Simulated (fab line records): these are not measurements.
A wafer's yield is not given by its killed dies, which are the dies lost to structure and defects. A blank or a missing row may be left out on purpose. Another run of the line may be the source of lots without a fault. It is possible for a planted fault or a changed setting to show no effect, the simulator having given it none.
Struck lot and sound lot, side by side ; flow n5-finfet ; 37 steps out of a route of 1938
Sound: the wafers L325.1, L325.3, L325.4. The struck wafers were L326.2, L326.4, L326.6. The cause comes at the end.
Each step with rows lists, per side, the tool, then ch with its chambers, then its first start. Under that, the readings that differ: sound wafers ; struck wafers ; difference of the means ; sigmas: that difference in standard deviations of wafers without a fault.
alike: same words and numbers on both sides, and readings whose means sit less than 2 such deviations apart. not compared: any withheld reading, any reading some wafer has no value for, any bound like >300 that may hide the same value, and any number with overlapping values for which the record gives no deviation.
A row with sigmas, a row that says differs or no value, or rows on one side alone: a step with any of these is where the two part. Numbers that don't overlap but have no deviation are shown without sigmas and don't part them. A reading that every wafer of one side lacks parts them only if that side has two wafers or more.

first, 9 steps without rows for these wafers: N5_BEOL_M4_ANNEAL_95 (time 240 s); N5_BEOL_M4_SPUTTER_96 (material Cu, target thk 4.5 nm, time 8.29 s); N5_BEOL_M4_ECD_50 (material Cu, target thk 300 nm); N5_BEOL_M4_ANNEAL_51 (time 90 s); N5_BEOL_M4_CMP_52 (polishes, stops on SiOC, t overpolish 6.8 s, target thk 40 nm); N5_BEOL_M4_PRE_CLEAN_60 (time 15 s); N5_BEOL_M4_CO_CAP_55 (material Co, precursor CCTBA/H2, target thk 2 nm, time 102.1 s); N5_BEOL_M4_PRE_CLEAN_56 (time 15 s); N5_BEOL_M4_DEP_57 (deposits SiCN from 3MS/NH3, target thk 8 nm, time 14 s).
N5_BEOL_M4_RC_MEAS_101:
  sound on prober-02 ch 0, day 10 16:47; struck on prober-02 ch 0, day 10 19:34
  alike: DIBL_N, DIBL_P, IOFF_N, IOFF_P, ION_N, ION_P, SS_N, SS_P, VT_N, VT_P
then, 24 steps without rows for these wafers: N5_BEOL_M5_ILD_DEP_00 (deposits SiCOH lowk from DEMS/porogen, target thk 140.64 nm, time 25.9 s); N5_BEOL_M5_CURE_79 (cures SiCOH lowk, time 240 s); N5_BEOL_M5_PECVD_70 (deposits SiO2 from TEOS/O2, target thk 16 nm, time 18 s); N5_BEOL_M5_HM_DEP_02 (deposits TiN, target thk 20 nm); N5_BEOL_M5_COAT_59 (time 60 s, resist thk 60 nm); N5_BEOL_M5_COAT_60 (time 60 s, resist thk 12 nm); N5_BEOL_M5_COAT_71 (time 60 s, resist thk 5 nm); N5_BEOL_M5_COAT_05 (resist thk 30 nm); N5_BEOL_M5_EBR_07; N5_BEOL_M5_SOFTBAKE_06 (time 60 s); N5_BEOL_M5_EXPOSE_08 (exposes mask M5, target cd 28 nm); N5_BEOL_M5_PEB_09 (peb time 60 s); N5_BEOL_M5_DEVELOP_10 (develop time 30 s); N5_BEOL_M5_DESCUM_16 (chemistry O2, time 7 s); N5_BEOL_M5_ETCH_72 (etches underlayer in N2/H2, target depth 6.5 nm, time 5.2 s); N5_BEOL_M5_ETCH_61 (etches SiARC in CF4, target depth 15.6 nm, time 26 s); N5_BEOL_M5_ETCH_62 (etches SOC in N2/H2, target depth 75 nm, overetch 15 nm, time 112.5 s); N5_BEOL_M5_STRIP_63 (strips in N2/H2); N5_BEOL_M5_STRIP_73 (strips in N2/H2); N5_BEOL_M5_STRIP_64 (strips in CF4); N5_BEOL_M5_HM_OPEN_17 (chemistry Cl2/BCl3, target TiN, target depth 20 nm, overetch 6 nm); N5_BEOL_M5_STRIP_19 (strips in O2); N5_BEOL_M5_COAT_65 (time 60 s, resist thk 60 nm); N5_BEOL_M5_COAT_66 (time 60 s, resist thk 12 nm).
N5_BEOL_M7_ALD_77: deposits TaN, target thk 2 nm, pulse time 2 s, purge time 3 s.
  sound on ald-metal-04 ch 0,1,2, day 11 21:29; struck on ald-metal-02 ch 0,1,2, day 11 19:53
  no value came back on the struck wafers for any of 5 readings (ald-cycles, chamber-pressure-Torr (Torr) and others); on the sound wafers ald-cycles reads 40 40 40
N5_BEOL_M7_CMP_52: polishes, stops on SiCOH lowk, t overpolish 6.9 s, target thk 80 nm.
  sound on cmp-04 ch 0,1,3, day 11 22:38; struck on cmp-02 ch 1,2, day 11 20:59
reading;sound;struck;difference;sigmas
barrier-field-endpoint-s (s);29.0 29.2 29.3;26.7 27.0 26.8;-2.3;-3
  alike: motor-current-A
-- here the record skips 3 days between the struck wafers' starts before and after, leaving off in module BEOL_M7 and picking up in module PASSIVATION (first step shown: number 1936 of the route) --
N5_PASSIVATION_PROBE_49:
  sound: prober-01 at day 15 11:55; struck: prober-02 at day 15 00:53
reading;sound;struck;difference;sigmas
defect-limited-yield (%);91.4 92.1 91.9;0 0 0;-92;-61
killed_at_M4_up;18 15 9;1084 1082 1076;+1067;+99 or more
killed-dies;102 93 96;1180 1180 1180;+1083;+60
killed-on-rim;16 9 11;152 152 152;+140;+34
sort_bin_4_leakage (%);0 0 0;90.68 90.51 89.92;+90.37;
sort-n-pass;1078 1087 1084;0 0 0;-1083;-60
sort-yield-pct (%);91.4 92.1 91.9;0 0 0;-92;-61
  alike: killed_at_M0_to_M3, killed-at-contacts, killed-at-front-end, killed-at-other, killed-open, killed-short, sort_bin_5_function, sort_bin_6_memory

WHERE THEY PART
At N5_BEOL_M7_ALD_77 first; at N5_PASSIVATION_PROBE_49 last (within this record only).

WHY: what the simulator had put in
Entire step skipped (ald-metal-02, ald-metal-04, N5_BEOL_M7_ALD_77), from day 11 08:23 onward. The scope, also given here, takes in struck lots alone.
